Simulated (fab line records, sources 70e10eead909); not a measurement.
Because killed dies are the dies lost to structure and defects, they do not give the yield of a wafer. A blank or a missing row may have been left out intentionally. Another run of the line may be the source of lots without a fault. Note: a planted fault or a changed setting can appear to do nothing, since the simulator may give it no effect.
Comparing a struck lot with a sound one | flow nand_harc | 14 out of 1302 route steps
Sound: the wafers L336.1, L336.2, L336.5. Wafers L346.3, L346.4, L346.6 were the ones struck. The cause is named last.
Order at every step that has rows: each side's tool, ch and its chambers, its first start. Under that, the readings that differ: sound wafers | struck wafers | difference of the means | sigmas: that difference in standard deviations of wafers without a fault.
alike: same words and numbers on both sides, and readings whose means sit less than 2 such deviations apart. not compared: any withheld reading, any reading some wafer has no value for, any bound like >300 that may hide the same value, and any number with overlapping values for which the record gives no deviation.
The two part at a step that has a row with sigmas, a row that says differs or no value, or rows on one side only. When numbers do not overlap yet have no deviation, they are printed without sigmas and do not part them. A reading that every wafer of one side lacks parts them only if that side has two wafers or more.

first, 5 steps without rows for these wafers: NHARC_P_M2_SOFTBAKE_04 (time 55 s); NHARC_P_M2_EBR_05; NHARC_P_M2_EXPOSE_06 (exposes mask P M2, target cd 170 nm); NHARC_P_M2_PEB_07 (peb time 65 s); NHARC_P_M2_DEVELOP_08 (develop time 35 s).
NHARC_P_M2_CD_MEAS_09: the cd target is 170 nm.
  sound on cd_sem-01 ch 0, day 10 04:03; struck on cd_sem-03 ch 0, day 14 07:39
  alike: cd_nm
NHARC_P_M2_OVL_MEAS_10: pitch 340 nm.
  sound on overlay-02 at day 10 04:08; struck on overlay-01 at day 14 07:44
  alike: overlay_x_nm, overlay_y_nm
NHARC_P_M2_INSPECT_11:
  sound on defect_inspect-02 at day 10 04:10; struck on defect_inspect-01 at day 14 07:46
  alike: raw_defect_count
NHARC_P_M2_DESCUM_14: chemistry O2, time 3 s.
  sound on rie_diel-13 ch 0,2, day 10 04:14; struck on rie_diel-03 ch 0,1,3, day 14 07:51
  alike: drypump_motor_current_A, oes_product_au, rf_vpp_V, showerhead_plenum_p_Torr, throttle_valve_pct
  not compared: rf_hours_counter_h
NHARC_P_M2_ETCH_35: etches the open film in N2/H2, target depth 40 nm, overetch 12 nm, time 43.94 s.
  sound on rie_diel-13 ch 0,1,3, day 10 04:19; struck on rie_diel-03 ch 0,1,3, day 14 07:55
  alike: drypump_motor_current_A, oes_product_au, rf_vpp_V, showerhead_plenum_p_Torr, throttle_valve_pct
  not compared: rf_hours_counter_h
NHARC_P_M2_ETCH_15: etches the open film in C4F8/Ar, target depth 182.5 nm, time 91.2 s.
  sound on rie_diel-13 ch 0,1,2; struck on rie_diel-03 ch 0,3
  reading               | sound             | struck            | difference | sigmas
  oes_product_au (a.u.) | 0.980 0.968 0.980 | 0.917 0.927 0.936 | -0.049     | -2
  alike: rf_vpp_V
  not compared: rf_hours_counter_h
NHARC_P_M2_CD_MEAS_16:
  sound on cd_sem-01 at day 10 04:32; struck on cd_sem-02 at day 14 08:08
  alike: cd_nm
NHARC_P_M2_STRIP_18: strips in N2/H2.
  sound on rie_diel-05 ch 2,3, day 10 04:39; struck on rie_diel-13 ch 0,1,3, day 14 08:14
  no value came back on the struck wafers for any of 7 readings (bias_w (W), chamber_pressure_mTorr (mTorr) and others); on the sound wafers bias_w (W) reads 0 0 0
  not compared: rf_hours_counter_h
NHARC_P_M2_ETCH_28: etches the open film in CF4/N2, target depth 30 nm, time 72.99 s.
  sound on rie_diel-05 ch 0,2; struck on rie_diel-13 ch 0,3, day 14 08:27
  reading                         | sound             | struck            | difference | sigmas
  rf_vpp_V (V)                    | 316.2 317.5 317.6 | 312.8 311.5 311.6 | -5.1       | -3
  showerhead_plenum_p_Torr (Torr) | 2.76 2.80 2.80    | 2.54 2.46 2.54    | -0.27      | -3
  alike: drypump_motor_current_A, oes_product_au, throttle_valve_pct
  not compared: rf_hours_counter_h

== WHERE THEY PART ==
Earliest at NHARC_P_M2_ETCH_15; latest, in this record, at NHARC_P_M2_ETCH_28.

WHY: what had been put in by the simulator
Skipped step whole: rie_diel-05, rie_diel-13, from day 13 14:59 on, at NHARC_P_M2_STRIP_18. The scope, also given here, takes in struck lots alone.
